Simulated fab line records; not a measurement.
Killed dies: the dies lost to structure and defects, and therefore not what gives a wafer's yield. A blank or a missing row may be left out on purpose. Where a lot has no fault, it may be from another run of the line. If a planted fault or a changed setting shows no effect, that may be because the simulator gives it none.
Chamber matching | flow n5Finfet | 3 sister chambers for N5_BEOL_M2_PRE_CLEAN_60 on cvdCo-02
The step time 15 s. 39 wafers are shown with their chamber, then 12 later ones without.

== EACH WAFER AND ITS CHAMBER ==
wafer  | chamber | heaterPowerW (W)
L075.1 | 0       | 111
L075.2 | 1       | 69
L075.3 | 2       | 84
L075.4 | 2       | 84
L075.5 | 0       | 114
L075.6 | 1       | 68
L076.1 | 2       | 85
L076.5 | 1       | 71
L076.6 | 2       | 86
L077.2 | 2       | 87
L077.5 | 0       | 113
L077.6 | 1       | 70
L079.1 | 2       | 84
L079.2 | 0       | 114
L079.3 | 1       | 69
L079.4 | 2       | 84
L079.5 | 1       | 67
L079.6 | 0       | 112
L080.3 | 2       | 88
L080.4 | 0       | 111
L080.5 | 1       | 71
L081.2 | 2       | 88
L081.5 | 0       | 111
L081.6 | 2       | 84
L083.1 | 1       | 71
L083.2 | 2       | 88
L083.3 | 0       | 113
L084.1 | 1       | 71
L084.5 | 2       | 87
L084.6 | 0       | 113
L087.1 | 2       | 85
L087.3 | 0       | 113
L087.4 | 1       | 71
L091.2 | 1       | 70
L091.4 | 0       | 115
L091.6 | 2       | 84
L093.1 | 2       | 88
L093.2 | 0       | 113
L093.3 | 1       | 69

SIGNATURES, as means of the wafers listed above
reading      | chamber 0 | chamber 1 | chamber 2 | scatter within a chamber
heaterPowerW | 112.75    | 69.75     | 85.73     | 1.5
Rule: a wafer lies at a distance from a chamber equal to the root of the sum of squares, over the readings, of (its reading less the chamber's mean, divided by the reading's scatter). The wafer belongs to the nearest chamber; if the next one is less than 2 further off, it can't be placed. The scatter: take each reading less its chamber's mean, square it, sum over the shown wafers, divide by the number of wafers less the number of chambers, and take the root.

== WAFERS WITHOUT THEIR CHAMBER ==
wafer  | heaterPowerW (W)
L093.4 | 69
L093.5 | 112
L093.6 | 87
L097.1 | 88
L097.2 | 113
L097.4 | 69
L096.1 | 70
L096.2 | 114
L096.3 | 87
L096.4 | 112
L096.5 | 69
L096.6 | 85

== WHICH CHAMBER EACH WENT THROUGH ==
wafer  | from the rows above | in truth
L093.4 | 1                   | 1
L093.5 | 0                   | 0
L093.6 | 2                   | 2
L097.1 | 2                   | 2
L097.2 | 0                   | 0
L097.4 | 1                   | 1
L096.1 | 1                   | 1
L096.2 | 0                   | 0
L096.3 | 2                   | 2
L096.4 | 0                   | 0
L096.5 | 1                   | 1
L096.6 | 2                   | 2
12 of 12 placed correctly. Not placeable from these rows: 0. 0 placed wrongly.
